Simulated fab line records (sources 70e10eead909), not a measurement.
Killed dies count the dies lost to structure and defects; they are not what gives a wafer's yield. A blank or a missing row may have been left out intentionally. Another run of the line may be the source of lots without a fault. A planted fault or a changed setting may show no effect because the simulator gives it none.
fab line records | flow nandHarc
record lots=7 | wafers=21 | lastDay=31
route steps=1302 shown A_STAIRCASE@704 END@1302
lots with no fault: from the same line, run without faults
startH: start of the lot's first displayed wafer, in hours after the record's first day | waitH: time in hours since the lot's previous step | " repeats the value in the row above | L1.1+2: a row that stands for several wafers | - no value present, or no start provided | * or withheld: withheld | < > ~ a bound
route shown NAME@n: names a module that has steps shown in the file, with the first one's number in the route | usual: average and standard deviation across the fault-free wafers | same: alike in all rows | chamber/n: place in a boat | sites: each site's reading | _std_site: the standard deviation of these | _edge_site: outer sites' mean less inner sites' | radiusMm: how far each site lies from the wafer's centre | mask NAME#n: copy n | behind: the tool/chamber that last shaped the wafer | hold: why the lot went on hold/how many hours it stayed there/how the hold came to an end | device: the n, p or np transistor that did not switch | end of line: tests run on the same wafers once the route is complete | where a step has no rows: the recipe by itself | killed: dies lost to structure and defects at the first sort, not the wafer's yield | map: dies across one wafer; x = killed, . = not, _ = none there
set.NAME: the run value of the setting; set.NAME@STEP: its run value at that earlier step | model.NAME: the simulator's own value behind a step, which no gauge read
a table for each step, a row for each wafer; lots at some steps of the route
services: a tool's chamber out of use, with start hour (startH, from the record's first day; less than 0 if before it), hours out, and reason
## steps
# step NHARC_A_STAIRCASE_ETCH_190
# recipe targetDepthA=1000 | timeS=40.5 | ionEnergyEv=400 | c4f8FlowSccm=20 | o2FlowSccm=10 | arFlowSccm=withheld | rfW=600 | biasW=1000 | chemistry=C4F8/O2
# usual oesProductAu=0.943/0.011 | rfFwdPowerW=592.5/2.6 | rfVppV=896/4.7
lot.wafer | tool       | chamber | startH | waitH | oesProductAu | rfFwdPowerW | rfHoursCounterH | rfVppV
L984.3    | rieDiel-08 | 0       | -      | -     | 0.938        | 591.1       | 0               | 897
L984.1    | "          | 1       | "      | "     | 0.943        | 593.7       | 0               | 905
L984.6    | "          | 3       | "      | "     | 0.926        | 588.4       | -               | 898
L985.4    | rieDiel-03 | 3       | -      | -     | 0.953        | 590.0       | 32              | 904
L985.2    | "          | 0       | "      | "     | 0.950        | 592.7       | 21              | 892
L985.3    | "          | 1       | "      | "     | 0.950        | 598.0       | 32              | 895
L993.1    | rieDiel-08 | 3       | -      | -     | 0.949        | 590.8       | 28              | 897
L993.2    | "          | 0       | "      | "     | 0.946        | 593.2       | 23              | 898
L993.5    | "          | 0       | "      | "     | 0.948        | 591.6       | -               | 897
L994.4    | rieDiel-09 | 3       | -      | -     | 0.948        | 590.6       | 53              | 896
L994.3    | "          | 0       | "      | "     | 0.931        | 595.0       | 49              | 893
L994.5    | "          | 1       | "      | "     | 0.960        | 598.2       | -               | 894
L995.1    | rieDiel-08 | 3       | -      | -     | 0.959        | 589.1       | 36              | 898
L995.4    | "          | 2       | "      | "     | 0.938        | 590.6       | 35              | 889
L995.5    | "          | 3       | "      | "     | 0.953        | 589.2       | -               | 897
L997.1    | rieDiel-03 | 1       | -      | -     | 0.944        | 593.2       | 12              | 894
L997.2    | "          | 3       | "      | "     | 0.951        | 593.3       | 10              | 905
L997.6    | "          | 2       | "      | "     | 0.942        | 594.8       | -               | 895
L999.1    | rieDiel-08 | 3       | -      | -     | 0.952        | 587.4       | 51              | 897
L999.3    | "          | 0       | "      | "     | 0.948        | 594.2       | 49              | 896
L999.5    | "          | 1       | "      | "     | 0.942        | 591.9       | -               | 903
# step NHARC_A_STAIRCASE_TRIM_191
# recipe timeS=211.2 | o2FlowSccm=500 | arFlowSccm=0 | biasW=0 | chemistry=O2
# usual drypumpMotorCurrentA=5.6/0.43 | oesProductAu=0.999/0.012 | rfVppV=57.9/0.86 | showerheadPlenumPTorr=3.54/0.12 | throttleValvePct=17.036/0.0085
lot.wafer | tool       | chamber | startH | waitH | drypumpMotorCurrentA | oesProductAu | rfHoursCounterH | rfVppV | showerheadPlenumPTorr | throttleValvePct
L984.3    | rieDiel-08 | 3       | -      | -     | 5.0                  | 1.001        | 0               | 57.8   | 3.60                  | 17.036
L984.1    | "          | 0       | "      | "     | 5.6                  | 0.999        | 0               | 58.2   | 3.59                  | 17.033
L984.6    | "          | 3       | "      | "     | 5.0                  | 1.000        | -               | 58.1   | 3.60                  | 17.027
L985.3    | rieDiel-03 | 1       | -      | -     | 6.1                  | 0.998        | 32              | 58.6   | 3.49                  | 17.048
L985.4    | "          | 2       | "      | "     | 4.8                  | 1.001        | 32              | 57.6   | 3.46                  | 17.034
L985.2    | "          | 0       | "      | "     | 5.3                  | 1.003        | 21              | 58.1   | 3.44                  | 17.038
L993.2    | rieDiel-08 | 2       | -      | -     | 5.7                  | 0.984        | 28              | 57.6   | 3.35                  | 17.036
L993.1    | "          | 3       | "      | "     | 5.0                  | 1.005        | 28              | 57.5   | 3.58                  | 17.036
L993.5    | "          | 1       | "      | "     | 5.6                  | 1.002        | -               | 57.0   | 3.73                  | 17.025
L994.4    | rieDiel-09 | 2       | -      | -     | 5.5                  | 0.970        | 55              | 59.1   | 3.59                  | 17.032
L994.3    | "          | 3       | "      | "     | 6.6                  | 1.003        | 53              | 59.1   | 3.52                  | 17.025
L994.5    | "          | 0       | "      | "     | 5.8                  | 0.980        | -               | 56.3   | 3.46                  | 17.036
L995.1    | rieDiel-08 | 0       | -      | -     | 5.6                  | 1.001        | 33              | 57.8   | 3.57                  | 17.047
L995.4    | "          | 3       | "      | "     | 5.0                  | 1.014        | 36              | 59.0   | 3.58                  | 17.047
L995.5    | "          | 1       | "      | "     | 5.6                  | 1.008        | -               | 58.0   | 3.73                  | 17.034
L997.2    | rieDiel-03 | 2       | -      | -     | 4.8                  | 1.002        | 12              | 56.3   | 3.44                  | 17.017
L997.1    | "          | 0       | "      | "     | 5.3                  | 1.020        | 10              | 56.8   | 3.42                  | 17.040
L997.6    | "          | 1       | "      | "     | 6.1                  | 0.997        | -               | 59.7   | 3.47                  | 17.037
L999.1    | rieDiel-08 | 1       | -      | -     | 5.6                  | 0.992        | 48              | 59.8   | 3.72                  | 17.033
L999.3    | "          | 3       | "      | "     | 5.0                  | 1.000        | 51              | 58.2   | 3.57                  | 17.045
L999.5    | "          | 2       | "      | "     | 5.7                  | 0.987        | -               | 57.5   | 3.34                  | 17.042
# step NHARC_A_STAIRCASE_ETCH_192
# recipe targetDepthA=1000 | timeS=40.5 | ionEnergyEv=400 | c4f8FlowSccm=20 | o2FlowSccm=10 | arFlowSccm=withheld | rfW=600 | biasW=1000 | chemistry=C4F8/O2
# step NHARC_A_STAIRCASE_TRIM_193
# recipe timeS=211.2 | o2FlowSccm=500 | arFlowSccm=0 | biasW=0 | chemistry=O2
# step NHARC_A_STAIRCASE_ETCH_194
# recipe targetDepthA=1000 | timeS=40.5 | ionEnergyEv=400 | c4f8FlowSccm=20 | o2FlowSccm=10 | arFlowSccm=withheld | rfW=600 | biasW=1000 | chemistry=C4F8/O2
# usual oesProductAu=0.944/0.01 | rfFwdPowerW=592/3.2 | rfVppV=896/4.6
lot.wafer | tool       | chamber | startH | waitH | oesProductAu | rfFwdPowerW | rfHoursCounterH | rfVppV
L984.3    | rieDiel-08 | 2       | -      | -     | 0.946        | 593         | 0               | 889
L984.1    | "          | 1       | "      | "     | 0.944        | 592         | 0               | 904
L984.6    | "          | 2       | "      | "     | 0.938        | 590         | -               | 889
L985.2    | rieDiel-03 | 0       | -      | -     | 0.955        | 592         | 21              | 893
L985.4    | "          | 1       | "      | "     | 0.939        | 598         | 32              | 894
L985.3    | "          | 3       | "      | "     | 0.937        | 591         | 33              | 903
L993.2    | rieDiel-08 | 0       | -      | -     | 0.946        | 590         | 23              | 898
L993.1    | "          | 1       | "      | "     | 0.941        | 593         | 24              | 903
L993.5    | "          | 1       | "      | "     | 0.941        | 593         | -               | 904
L994.4    | rieDiel-09 | 2       | -      | -     | 0.941        | 588         | 55              | 896
L994.3    | "          | 3       | "      | "     | 0.948        | 591         | 53              | 897
L994.5    | "          | 0       | "      | "     | 0.937        | 594         | -               | 893
L995.4    | rieDiel-08 | 1       | -      | -     | 0.946        | 593         | 33              | 905
L995.1    | "          | 3       | "      | "     | 0.950        | 587         | 36              | 898
L995.5    | "          | 2       | "      | "     | 0.949        | 592         | -               | 889
L997.1    | rieDiel-03 | 0       | -      | -     | 0.969        | 593         | 10              | 892
L997.2    | "          | 2       | "      | "     | 0.949        | 596         | 12              | 891
L997.6    | "          | 3       | "      | "     | 0.952        | 595         | -               | 904
L999.1    | rieDiel-08 | 2       | -      | -     | 0.924        | 596         | 49              | 889
L999.3    | "          | 3       | "      | "     | 0.939        | 589         | 51              | 898
L999.5    | "          | 3       | "      | "     | 0.942        | 589         | -               | 898
# step NHARC_A_STAIRCASE_TRIM_196
# recipe timeS=211.2 | o2FlowSccm=500 | arFlowSccm=0 | biasW=0 | chemistry=O2
# usual drypumpMotorCurrentA=5.7/0.47 | oesProductAu=0.998/0.012 | rfVppV=57.8/0.95 | showerheadPlenumPTorr=3.53/0.11 | throttleValvePct=17.036/0.0089
lot.wafer | tool       | chamber | startH | waitH | drypumpMotorCurrentA | oesProductAu | rfHoursCounterH | rfVppV | showerheadPlenumPTorr | throttleValvePct
L984.3    | rieDiel-09 | 2       | 378.68 | 0.1   | 5.5                  | 0.988        | 18              | 58.6   | 3.61                  | 17.035
L984.1    | "          | 3       | "      | "     | 6.6                  | 1.005        | 19              | 58.5   | 3.54                  | 17.039
L984.6    | "          | 2       | "      | "     | 5.5                  | 0.989        | -               | 59.4   | 3.61                  | 17.032
L985.3    | rieDiel-03 | 0       | 390.80 | 0.1   | 5.3                  | 1.018        | 21              | 57.0   | 3.44                  | 17.035
L985.2    | "          | 1       | "      | "     | 6.1                  | 1.001        | 32              | 58.4   | 3.49                  | 17.024
L985.4    | "          | 2       | "      | "     | 4.8                  | 1.013        | 32              | 57.7   | 3.46                  | 17.039
L993.1    | rieDiel-09 | 0       | 461.23 | 0.1   | 5.7                  | 0.975        | 40              | 58.7   | 3.47                  | 17.030
L993.2    | "          | 2       | "      | "     | 5.5                  | 0.982        | 49              | 59.0   | 3.60                  | 17.031
L993.5    | "          | 0       | "      | "     | 5.7                  | 0.982        | -               | 59.1   | 3.47                  | 17.031
L994.3    | rieDiel-09 | 2       | 477.69 | 0.1   | 5.5                  | 0.993        | 55              | 57.4   | 3.59                  | 17.029
L994.4    | "          | 0       | "      | "     | 5.8                  | 0.971        | 49              | 55.9   | 3.46                  | 17.038
L994.5    | "          | 3       | "      | "     | 6.6                  | 1.000        | -               | 59.1   | 3.52                  | 17.040
L995.4    | rieDiel-09 | 2       | 482.75 | 0.1   | 5.5                  | 0.980        | 56              | 59.9   | 3.59                  | 17.035
L995.1    | "          | 0       | "      | "     | 5.8                  | 0.978        | 50              | 58.0   | 3.46                  | 17.037
L995.5    | "          | 3       | "      | "     | 6.6                  | 0.997        | -               | 57.2   | 3.52                  | 17.027
L997.2    | rieDiel-03 | 2       | 501.96 | 0.2   | 4.8                  | 1.018        | 13              | 57.4   | 3.44                  | 17.041
L997.1    | "          | 0       | "      | "     | 5.3                  | 1.017        | 10              | 56.1   | 3.42                  | 17.013
L997.6    | "          | 2       | "      | "     | 4.8                  | 1.007        | -               | 57.3   | 3.44                  | 17.036
L999.1    | rieDiel-08 | 3       | 522.87 | 0.1   | 5.0                  | 0.998        | 51              | 60.7   | 3.57                  | 17.040
L999.3    | "          | 1       | "      | "     | 5.6                  | 0.993        | 48              | 56.6   | 3.72                  | 17.044
L999.5    | "          | 3       | "      | "     | 5.0                  | 1.002        | -               | 57.1   | 3.57                  | 17.043
# step NHARC_A_STAIRCASE_ETCH_197
# recipe targetDepthA=1000 | timeS=40.5 | ionEnergyEv=400 | c4f8FlowSccm=20 | o2FlowSccm=10 | arFlowSccm=withheld | rfW=600 | biasW=1000 | chemistry=C4F8/O2
# step NHARC_A_STAIRCASE_TRIM_198
# recipe timeS=211.2 | o2FlowSccm=500 | arFlowSccm=0 | biasW=0 | chemistry=O2
# step NHARC_A_STAIRCASE_ETCH_199
# recipe targetDepthA=1000 | timeS=40.5 | ionEnergyEv=400 | c4f8FlowSccm=20 | o2FlowSccm=10 | arFlowSccm=withheld | rfW=600 | biasW=1000 | chemistry=C4F8/O2
# step NHARC_A_STAIRCASE_TRIM_200
# recipe timeS=211.2 | o2FlowSccm=500 | arFlowSccm=0 | biasW=0 | chemistry=O2
# step NHARC_A_STAIRCASE_ETCH_201
# recipe targetDepthA=1000 | timeS=40.5 | ionEnergyEv=400 | c4f8FlowSccm=20 | o2FlowSccm=10 | arFlowSccm=withheld | rfW=600 | biasW=1000 | chemistry=C4F8/O2
# usual oesProductAu=0.939/0.013 | rfFwdPowerW=593/3.5 | rfVppV=896/4.1
lot.wafer | tool       | chamber | startH | waitH | oesProductAu | rfFwdPowerW | rfHoursCounterH | rfVppV
L984.1    | rieDiel-09 | 0       | -      | -     | 0.930        | 594         | 19              | 892
L984.3    | "          | 3       | "      | "     | 0.941        | 593         | 19              | 895
L984.6    | "          | 0       | "      | "     | 0.926        | 593         | -               | 894
L985.4    | rieDiel-03 | 1       | -      | -     | 0.941        | 595         | 33              | 895
L985.3    | "          | 3       | "      | "     | 0.927        | 593         | 33              | 904
L985.2    | "          | 0       | "      | "     | 0.948        | 595         | 21              | 893
L993.1    | rieDiel-09 | 3       | -      | -     | 0.956        | 589         | 50              | 896
L993.2    | "          | 0       | "      | "     | 0.929        | 597         | 44              | 894
L993.5    | "          | 1       | "      | "     | 0.928        | 595         | -               | 893
L994.4    | rieDiel-09 | 3       | -      | -     | 0.951        | 588         | 54              | 896
L994.3    | "          | 0       | "      | "     | 0.933        | 593         | 50              | 893
L994.5    | "          | 1       | "      | "     | 0.931        | 595         | -               | 893
L995.1    | rieDiel-09 | 0       | -      | -     | 0.920        | 597         | 51              | 895
L995.4    | "          | 2       | "      | "     | 0.924        | 585         | 57              | 899
L995.5    | "          | 3       | "      | "     | 0.940        | 587         | -               | 896
L997.2    | rieDiel-03 | 3       | -      | -     | 0.955        | 591         | 11              | 905
L997.1    | "          | 2       | "      | "     | 0.955        | 597         | 14              | 892
L997.6    | "          | 3       | "      | "     | 0.953        | 590         | -               | 904
L999.1    | rieDiel-08 | 2       | -      | -     | 0.943        | 595         | 49              | 889
L999.3    | "          | 3       | "      | "     | 0.958        | 585         | 51              | 897
L999.5    | "          | 1       | "      | "     | 0.934        | 596         | -               | 903
# step NHARC_A_STAIRCASE_TRIM_202
# recipe timeS=211.2 | o2FlowSccm=500 | arFlowSccm=0 | biasW=0 | chemistry=O2
# usual drypumpMotorCurrentA=5.6/0.44 | oesProductAu=0.998/0.013 | rfVppV=57.9/0.88 | showerheadPlenumPTorr=3.53/0.11 | throttleValvePct=17.037/0.0082
lot.wafer | tool       | chamber | startH | waitH | drypumpMotorCurrentA | oesProductAu | rfHoursCounterH | rfVppV | showerheadPlenumPTorr | throttleValvePct
L984.3    | rieDiel-09 | 1       | 379.44 | -     | 5.7                  | 0.991        | 19              | 58.8   | 3.50                  | 17.038
L984.1    | "          | 2       | "      | "     | 5.4                  | 0.984        | 18              | 57.6   | 3.61                  | 17.039
L984.6    | "          | 0       | "      | "     | 5.8                  | 0.972        | -               | 58.4   | 3.48                  | 17.039
L985.3    | rieDiel-03 | 0       | 391.51 | -     | 5.3                  | 1.025        | 21              | 57.3   | 3.44                  | 17.036
L985.4    | "          | 1       | "      | "     | 6.1                  | 1.000        | 33              | 58.5   | 3.49                  | 17.036
L985.2    | "          | 2       | "      | "     | 4.8                  | 1.010        | 32              | 57.7   | 3.46                  | 17.032
L993.2    | rieDiel-09 | 1       | 464.97 | -     | 5.7                  | 0.828        | 46              | 57.9   | 3.49                  | 17.040
L993.1    | "          | 0       | "      | "     | 5.7                  | 0.812        | 45              | 57.5   | 3.46                  | 17.033
L993.5    | "          | 1       | "      | "     | 5.7                  | 0.821        | -               | 59.4   | 3.49                  | 17.033
L994.3    | rieDiel-09 | 0       | 478.54 | -     | 5.7                  | 0.817        | 50              | 59.1   | 3.46                  | 17.042
L994.4    | "          | 2       | "      | "     | 5.5                  | 0.810        | 56              | 59.2   | 3.59                  | 17.041
L994.5    | "          | 1       | "      | "     | 5.7                  | 0.826        | -               | 58.8   | 3.48                  | 17.025
L995.1    | rieDiel-09 | 1       | 483.49 | -     | 5.7                  | 0.827        | 53              | 57.9   | 3.48                  | 17.052
L995.4    | "          | 2       | "      | "     | 5.5                  | 0.810        | 57              | 56.3   | 3.59                  | 17.030
L995.5    | "          | 1       | "      | "     | 5.7                  | 0.823        | -               | 57.6   | 3.48                  | 17.026
L997.1    | rieDiel-03 | 3       | 503.38 | -     | 5.7                  | 1.012        | 11              | 59.5   | 3.77                  | 17.031
L997.2    | "          | 1       | "      | "     | 6.2                  | 0.987        | 14              | 58.1   | 3.46                  | 17.025
L997.6    | "          | 3       | "      | "     | 5.6                  | 1.022        | -               | 58.4   | 3.77                  | 17.053
L999.3    | rieDiel-08 | 0       | 523.62 | -     | 5.6                  | 1.003        | 50              | 57.0   | 3.56                  | 17.027
L999.1    | "          | 2       | "      | "     | 5.7                  | 0.996        | 49              | 56.7   | 3.34                  | 17.040
L999.5    | "          | 3       | "      | "     | 5.0                  | 1.003        | -               | 58.7   | 3.57                  | 17.041
# step NHARC_A_STAIRCASE_ETCH_203
# recipe targetDepthA=1000 | timeS=40.5 | ionEnergyEv=400 | c4f8FlowSccm=20 | o2FlowSccm=10 | arFlowSccm=withheld | rfW=600 | biasW=1000 | chemistry=C4F8/O2
# step NHARC_END_SORT_01
# recipe tempC=25
# usual killedAtArray=49/18 | killedAtOther=0.7/1.1 | killedAtPeriphery=4.0/2.6 | killedDies=54/19 | killedOpen=3.4/1.7 | killedShort=2.5/1.7
# same grossDies=677
lot.wafer | tool      | chamber | startH | waitH | killedAtArray | killedAtOther | killedAtPeriphery | killedDies | killedOpen | killedShort
L993.1    | prober-01 | 0       | 658.65 | 2.5   | 319           | 0             | 1                 | 320        | 2          | 3
L993.2    | prober-01 | 0       | 659.46 | 2.8   | 275           | 0             | 3                 | 278        | 4          | 6
L993.5    | prober-01 | 0       | 661.86 | 3.7   | 280           | 0             | 2                 | 282        | 2          | 1
L995.1    | prober-01 | 0       | 678.99 | 2.5   | 252           | 1             | 13                | 266        | 2          | 0
L995.4    | prober-01 | 0       | 681.41 | 3.4   | 247           | 0             | 12                | 259        | 3          | 6
L995.5    | prober-01 | 0       | 682.21 | 3.7   | 256           | 1             | 10                | 267        | 3          | 1
L994.3    | prober-02 | 0       | 680.68 | 3.2   | 317           | 0             | 4                 | 321        | 3          | 2
L994.4    | prober-02 | 0       | 681.50 | 3.5   | 248           | 0             | 6                 | 254        | 2          | 3
L994.5    | prober-02 | 0       | 682.31 | 3.8   | 226           | 0             | 6                 | 232        | 3          | 1
# killed by level:class
L993.1 A_STAIRCASE:areaTrim=254 A_SLIT:chamberFilmFlake=28 A_CHANNEL_HOLE_D1:chamberFilmFlake=10 A_CHANNEL_HOLE_D2:chamberFilmFlake=7 A_STAIRCASE:chamberFilmFlake=5 A_M0:chamberFilmFlake=3 A_ZERO_WELL:chamberFilmFlake=2 A_CHANNEL_FILL_D1:chamberFilmFlake=2
L993.2 A_STAIRCASE:areaTrim=201 A_CHANNEL_HOLE_D1:chamberFilmFlake=25 A_SLIT:chamberFilmFlake=21 A_CHANNEL_HOLE_D2:chamberFilmFlake=9 A_CHANNEL_FILL_D2:chamberFilmFlake=3 A_STAIRCASE:chamberFilmFlake=3 A_CONTACT:chamberFilmFlake=3 P_CONTACT:geometricParticle:open=1
L993.5 A_STAIRCASE:areaTrim=207 A_CHANNEL_HOLE_D1:chamberFilmFlake=28 A_SLIT:chamberFilmFlake=20 A_CHANNEL_HOLE_D2:chamberFilmFlake=11 A_STAIRCASE:chamberFilmFlake=4 A_ZERO_WELL:chamberFilmFlake=3 A_M0:chamberFilmFlake=2 P_GATE:geometricParticle:open=1
L995.1 A_STAIRCASE:areaTrim=191 A_CHANNEL_HOLE_D1:chamberFilmFlake=27 A_SLIT:chamberFilmFlake=15 A_CONTACT:chamberFilmFlake=14 P_CONTACT:chamberFilmFlake=6 P_GATE:chamberFilmFlake=3 P_ZERO_WELL:chamberFilmFlake=2 A_STAIRCASE:chamberFilmFlake=2
L994.3 A_STAIRCASE:areaTrim=290 A_CHANNEL_HOLE_D2:chamberFilmFlake=10 A_CHANNEL_HOLE_D1:chamberFilmFlake=8 A_STAIRCASE:chamberFilmFlake=4 A_CONTACT:chamberFilmFlake=2 P_CONTACT:geometricParticle:short=1 P_CONTACT:geometricParticle:open=1 P_M1:geometricParticle:open=1
L995.4 A_STAIRCASE:areaTrim=186 A_SLIT:chamberFilmFlake=24 A_CHANNEL_HOLE_D1:chamberFilmFlake=16 A_CONTACT:chamberFilmFlake=10 P_ZERO_WELL:chamberFilmFlake=4 P_GATE:chamberFilmFlake=2 P_M2:chamberFilmFlake=2 A_STAIRCASE:chamberFilmFlake=2
L994.4 A_STAIRCASE:areaTrim=217 A_CHANNEL_HOLE_D2:chamberFilmFlake=17 A_CHANNEL_HOLE_D1:chamberFilmFlake=5 P_GATE:chamberFilmFlake=2 A_ZERO_WELL:chamberFilmFlake=2 A_SLIT:chamberFilmFlake=2 P_GATE:geometricParticle:open=1 P_CONTACT:geometricParticle:short=1
L995.5 A_STAIRCASE:areaTrim=172 A_CHANNEL_HOLE_D1:chamberFilmFlake=35 A_SLIT:chamberFilmFlake=32 A_CONTACT:chamberFilmFlake=10 P_CONTACT:chamberFilmFlake=4 A_STAIRCASE:chamberFilmFlake=3 P_GATE:chamberFilmFlake=2 A_CHANNEL_FILL_D1:chamberFilmFlake=2
L994.5 A_STAIRCASE:areaTrim=204 A_CHANNEL_HOLE_D2:chamberFilmFlake=10 A_CHANNEL_HOLE_D1:chamberFilmFlake=4 A_STAIRCASE:chamberFilmFlake=3 P_M0:geometricParticle:open=2 P_ZERO_WELL:chamberFilmFlake=2 A_SLIT:chamberFilmFlake=2 A_CHANNEL_FILL_D2:geometricParticle:open=1
# map L993.1 (x killed, . not)
____________.____________
_________...x..._________
_______.........x._______
______..x..........______
_____......x........_____
____.x..xx.....x.....____
____......x.xxxx.....____
___x....x..xxx.x......___
___xx.xxxx.x.x..x.x...___
__.......x...xx.....x..__
__.....xxx.x..xx.x...x.__
_..xx.xx.xxx.xxx.x......_
_x.x.x.xxxxxx.x.xx..x..._
_...x.x.x.xx.x......x..x_
_.x.x..xxxxxx.x.x..x..xx_
_...xxxx.x.xxxxxxxx....x_
..x.xxxxxxxxxx.xx..x...xx
.....xxxx..xxxxxxxx...xxx
.....xxxxxxxxxxxxx.x....x
..xxxx.xx.x.xx.xxx.x...xx
.xxxx.xxx.x.xxx..x.x...x.
_.xxxx..xxxxxx..x.xxxxxx_
_x.x.xxxxxxx.xxxxx.xxxx._
_..xx.x.xxxx.x.xxxx.xxxx_
_.xx.xxxxxxxx.xxxxxxxxxx_
_.....xx.xxx.xx.xx..xxxx_
__x...xx...xxxxx.x.xxxx__
__..xx.xxx.xxxxxxxxxx.x__
___.x.xxx.x.xxx.xx...x___
___....xx.x..........x___
____x...xxx.....x....____
____.......x.........____
_____...x.x..x......_____
______..x...x.x..x.______
_______....xxx..x._______
_________......._________
____________.____________
# map L994.3 (x killed, . not)
____________.____________
_________...x..._________
_______...x......._______
______..x..........______
_____....x.........._____
____......xx.........____
____..x..x....x.x..x.____
___....x.....x.x......___
___.....x..x.x.x......___
__....xxx...x.xx.x.....__
__..x..xxxx..xxx.xxx...__
_x...x.x.x.x.xx...x....x_
_......x.xxxxxxx..xx...._
_x.....xxx...xx.xx.x...._
_.x.xxxxxxxxxxxx.xx...x._
_xx.x.........xxxx....x._
..x.xx.xxxxxxxxx.xxxx..x.
..xx.xxxxxxxxxxxxxx...x..
....xx.xxxxxx..xxxxx.x..x
...xx.xxxxxxxxx.xxxxxx...
x...xxxxxxxxxxxxxxx......
_x.xx.xxxxxxxxx.xxxxxx.._
_x.x..xxxxxxxxxxx.x.xxxx_
_.x.xx.xxx.xxxx..xx.xx.x_
_..x.xx..xxxxxx..xxxxx.x_
_.xx.x.xxxx.xxxxxxxx.x.._
__xxx...xxxx...xx.x.xxx__
__..x.xxx.xxxxxxxxxx.x.__
___...xx....xxxx.x...x___
___.xx.x...x..x......x___
____x.xxxxx.xxxx.....____
____x....x..x..x..x..____
_____...xx.x.xxx...._____
______.x......xx...______
_______x..x......._______
_________.x....._________
____________.____________
## services
tool       | chamber | startH | hours | kind
rieDiel-09 | 0       | 355.97 | -     | clean
rieDiel-09 | 1       | 355.97 | -     | clean
rieDiel-09 | 2       | 355.97 | -     | clean
rieDiel-09 | 3       | 355.97 | -     | clean
rieDiel-08 | -       | 368.21 | 9.0   | pm
rieDiel-08 | 0       | 368.21 | 9.0   | ventCycle
rieDiel-08 | 1       | 368.21 | 9.0   | ventCycle
rieDiel-08 | 2       | 368.21 | 9.0   | ventCycle
rieDiel-08 | 3       | 368.21 | 9.0   | ventCycle
rieDiel-08 | 0       | 377.21 | -     | clean
rieDiel-08 | 1       | 377.21 | -     | clean
rieDiel-08 | 2       | 377.21 | -     | clean
rieDiel-08 | 3       | 377.21 | -     | clean
rieDiel-09 | 0       | 380.47 | -     | clean
rieDiel-09 | 1       | 380.47 | -     | clean
rieDiel-09 | 2       | 380.47 | -     | clean
rieDiel-09 | 3       | 380.47 | -     | clean
rieDiel-08 | 0       | 390.98 | 3.2   | repair
rieDiel-08 | 0       | 401.71 | -     | clean
rieDiel-08 | 1       | 401.71 | -     | clean
rieDiel-03 | 2       | 432.20 | 15.3  | repair
rieDiel-08 | -       | 444.42 | 3.7   | repair
rieDiel-03 | -       | 458.56 | 9.0   | pm
rieDiel-09 | -       | 499.68 | 9.0   | pm
## key
firstSign step=NHARC_A_STAIRCASE_TRIM_202 | reading=oesProductAu | direction=down | sigmas=14 | usual=0.998 | struck=0.819
effect step=NHARC_END_SORT_01 | reading=killedAtArray | direction=up | sigmas=12 | usual=49 | struck=269
moreKillsBornAt NHARC_A_STAIRCASE_TRIM_202@rieDiel-09=1922
metAt NHARC_A_STAIRCASE_TRIM_202
struckWafers L993.1,L993.2,L993.5,L994.3,L994.4,L994.5,L995.1,L995.4,L995.5
testerLeftOut L993,L994,L995
onsetBetween 379.44 464.97
fault kind=processParameterDrift | tool=rieDiel-09 | chamber=- | onsetH=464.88 | steps=NHARC_A_STAIRCASE_TRIM_202 | channel=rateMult | offset=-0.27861 | shape=step | endH=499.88
# testerLeftOut: of these lots the tester's yield and bins aren't shown, on N5 and GAA mostly nor the transistor test; their killed dies are dies lost to structure and defects alone, not to doping, threshold or leakage, so they don't give the yield
